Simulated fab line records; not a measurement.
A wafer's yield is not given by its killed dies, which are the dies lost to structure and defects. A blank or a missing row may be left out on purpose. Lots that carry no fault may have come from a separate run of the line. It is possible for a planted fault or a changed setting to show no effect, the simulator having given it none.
Commonality check across tools -- flow nandHarc -- 6 wafers sampled across 2 lots

THE REASON FOR OPENING IT
On 2 of the 2 lots, a flag is raised at NHARC_END_SORT_01 on the reading killedAtPeriphery. No-fault wafers: 3.9, standard deviation 2.6.
Rule: a lot is flagged when every wafer of it that has a number lies more than 4 standard deviations from that mean, or none has a number. The rest of the lots are taken to be sound.

lot,measured,on,"killedAtPeriphery, wafer by wafer",flag
L444,day 30 09:41,prober-01,76 69 60,FLAGGED
L443,day 30 20:06,prober-02,67 72 77,FLAGGED
On average the flagged lots' numbers are 70.2, which is +66.3 against the usual, or +25 standard deviations.

EACH LOT AND THE TOOL IT RAN ON
The record holds 3 process steps before the reading, out of a route of 1302 steps. Read each cell as the tool, then ch plus the chambers that the sampled wafers visited, then the start.
lot,flag,NHARC_P_M2_STRIP_18,NHARC_THIN_TSV_DEGAS_49,NHARC_THIN_TSV_PRE_CLEAN_54
L444,FLAGGED,"rieDiel-04 ch 0,1,2, day 12 15:53","pvdSputter-03, day 29 21:40","pvdSputter-01, day 29 23:45"
L443,FLAGGED,"rieDiel-04 ch 1,2, day 12 16:35","pvdSputter-02, day 30 04:26","pvdSputter-03, day 30 06:30"
What the steps here do:
- NHARC_P_M2_STRIP_18: strips in N2/H2.
- NHARC_THIN_TSV_DEGAS_49: time 120 s.
- NHARC_THIN_TSV_PRE_CLEAN_54: time 30 s.
- NHARC_END_SORT_01

FLAGGED AGAINST TOTAL, ONE TOOL AT A TIME (gauges that did the reading follow at the end)
step,tool,lots run,flagged,share of the flagged lots,sound lots run after its first flagged lot
NHARC_P_M2_STRIP_18,rieDiel-04,2,2,all,0
NHARC_THIN_TSV_DEGAS_49,pvdSputter-02,1,1,some,0
NHARC_THIN_TSV_DEGAS_49,pvdSputter-03,1,1,some,0
NHARC_THIN_TSV_PRE_CLEAN_54,pvdSputter-01,1,1,some,0
NHARC_THIN_TSV_PRE_CLEAN_54,pvdSputter-03,1,1,some,0
NHARC_END_SORT_01,prober-01,1,1,some,0
NHARC_END_SORT_01,prober-02,1,1,some,0

WHAT IS ALLOWED BY THE TABLE
1 row of the table ran every flagged lot: rieDiel-04 at NHARC_P_M2_STRIP_18.
- rieDiel-04 at NHARC_P_M2_STRIP_18: 2 of its 2 lots flagged. Because this sample shows no sound lot run on it before its first flagged lot, the start cannot be pinned down more closely.
Just one tool remains: rieDiel-04 at NHARC_P_M2_STRIP_18.

WHAT THE SIMULATOR PUT IN
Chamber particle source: rieDiel-04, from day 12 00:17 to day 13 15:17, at NHARC_P_M2_STRIP_18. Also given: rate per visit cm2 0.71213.
Lots struck among those shown: L444, L443. Same finding as the rule above.
